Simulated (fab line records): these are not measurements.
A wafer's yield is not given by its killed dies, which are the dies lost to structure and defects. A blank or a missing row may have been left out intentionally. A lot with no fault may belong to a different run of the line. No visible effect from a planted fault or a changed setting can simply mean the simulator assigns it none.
Struck lot and sound lot, side by side | flow nand_harc | 14 out of 1302 route steps
Sound: the wafers L916.2, L916.4, L916.5. Struck: wafers L927.1, L927.3 (left out: L927.5, a lot-mate that was not struck); the cause follows at the end.
Order at every step that has rows: each side's tool, ch and its chambers, its first start. Under that, the readings that differ: sound wafers | struck wafers | difference of the means | sigmas: that difference in standard deviations of wafers without a fault.
alike: readings with means less than 2 such deviations apart, plus words and numbers identical on both sides. not compared: withheld readings, readings lacking a value on some wafer, bounds such as >300 that could conceal the same value, and numbers that have no deviation in the record and whose values overlap.
The two part at a step that has a row with sigmas, a row that says differs or no value, or rows on one side only. Numbers that have no deviation but don't overlap get no sigmas and don't part them. A reading missing from all wafers of one side parts the sides only when that side holds two or more wafers.

NHARC_A_M0_CMP_23: polishes, t overpolish 20 s, target thk 113.75 nm.
  sound on cmp-01 ch 1,3, day 26 03:02; struck on cmp-01 ch 0,1, day 30 14:29
  alike: motor_current_A, slurry_filter_dp_kPa, time_to_endpoint_s
NHARC_A_M0_THK_MEAS_24: measures by xrf.
  sound on film_metro-01, day 26 03:19; struck on film_metro-02, day 30 14:46
  alike: thk_nm
next, for these wafers, 1 step has no rows: NHARC_A_M0_SRD_25.
NHARC_A_M0_INSPECT_27:
  sound on defect_inspect-01, day 26 03:28; struck on defect_inspect-01, day 30 14:55
  alike: raw_defect_count
NHARC_A_M0_PRE_CLEAN_31: time 12 s.
  sound on pecvd-03 ch 0,2, day 26 03:34; struck on pecvd-03 ch 0,1, day 30 15:00
  alike: heater_power_w
NHARC_A_M0_DEP_32: deposits SiCN, target thk 30 nm.
  sound on pecvd-03 ch 0,2, day 26 03:42; struck on pecvd-03 ch 0,1, day 30 15:07
  alike: heater_power_w
then, 5 steps without rows for these wafers: NHARC_A_M1_DEP_00 (deposits SiOC, target thk 182.5 nm); NHARC_A_M1_DEHYDRATE_01 (time 120 s); NHARC_A_M1_HMDS_02 (time 30 s); NHARC_A_M1_COAT_34 (time 65 s); NHARC_A_M1_COAT_03 (resist thk 90 nm).
NHARC_A_M1_SOFTBAKE_04: time 55 s.
  sound on litho_track-01 ch 0, day 26 04:00; struck on litho_track-04 ch 0, day 30 15:00
  reading                  | sound                | struck        | difference | sigmas
  heater_power_total_W (W) | 188.40 188.48 188.24 | 206.41 206.67 | +18.17     | +99 or more
  alike: chill_plate_temp_C
next, for these wafers, 1 step has no rows: NHARC_A_M1_EBR_05.
NHARC_END_SORT_01:
  sound on prober-01 ch 0, day 27 15:07; struck on prober-02 ch 0, day 32 03:32
  alike: defect_limited_yield, killed_at_array, killed_at_other, killed_at_periphery, killed_dies, killed_open, killed_short, sort_bin_2_pct, sort_bin_3_pct, sort_bin_4_pct, sort_n_pass, sort_rim_yield_pct, sort_yield_pct

## WHERE THEY PART
NHARC_A_M1_SOFTBAKE_04 only, going by this record. Later steps at which nothing parts them and some readings are alike: NHARC_END_SORT_01.

WHY: what the simulator had put in
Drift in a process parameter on litho_track-04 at NHARC_A_M1_SOFTBAKE_04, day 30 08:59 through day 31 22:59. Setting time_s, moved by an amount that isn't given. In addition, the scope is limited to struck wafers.
